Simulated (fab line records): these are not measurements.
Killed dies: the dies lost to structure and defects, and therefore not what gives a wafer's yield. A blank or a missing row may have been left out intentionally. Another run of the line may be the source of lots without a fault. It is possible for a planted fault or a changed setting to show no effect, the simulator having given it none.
The tool behind it: which one? -- flow nand_harc -- at 1 step of a route of 1159, 12 lots with 36 wafers sampled

WHAT EACH GAUGE READ, for each wafer
NHARC_A_START_INSPECT_01.
lot,measured,on,raw_defect_count
L075,day 6 20:07,defect_inspect-01,2 3 2
L077,day 7 04:25,defect_inspect-01,2 3 7
L079,day 7 22:18,defect_inspect-02,5 4 8
L081,day 8 11:02,defect_inspect-01,2 6 3
L083,day 8 22:32,defect_inspect-02,0 5 5
L085,day 9 12:26,defect_inspect-02,4 5 4
L086,day 9 14:55,defect_inspect-01,1 3 3
L089,day 10 13:11,defect_inspect-02,0 2 5
L091,day 10 16:18,defect_inspect-02,2 3 3
L093,day 11 11:10,defect_inspect-01,3 2 2
L096,day 11 19:40,defect_inspect-01,1 4 2
L097,day 11 23:17,defect_inspect-02,4 5 0

EACH LOT AND THE TOOL THAT RAN IT (in order: tool; ch and the chambers of the sampled wafers; start)
Before these readings, the record contains no process step.

THE ANSWER, worked out from the rows above alone
Rule: what is usual is taken from the lots themselves. The widest of any qualifying gaps counts: lots, ordered by their means at a reading, are off when they make up no more than a third of the lots, leave a main group of 4 or more, and stand apart from it by 3 or more times the standard deviation of that group's means. A main group whose means are all the same, to the digits that the tables above print for the reading, isn't used. Also off: a lot with no number at a reading for which 4 or more lots have one. Any other lot the step has rows for is counted as sound.
Across all readings shown, no lot is off: no conclusion can be drawn from this.

WHAT THE SIMULATOR HAD PUT IN
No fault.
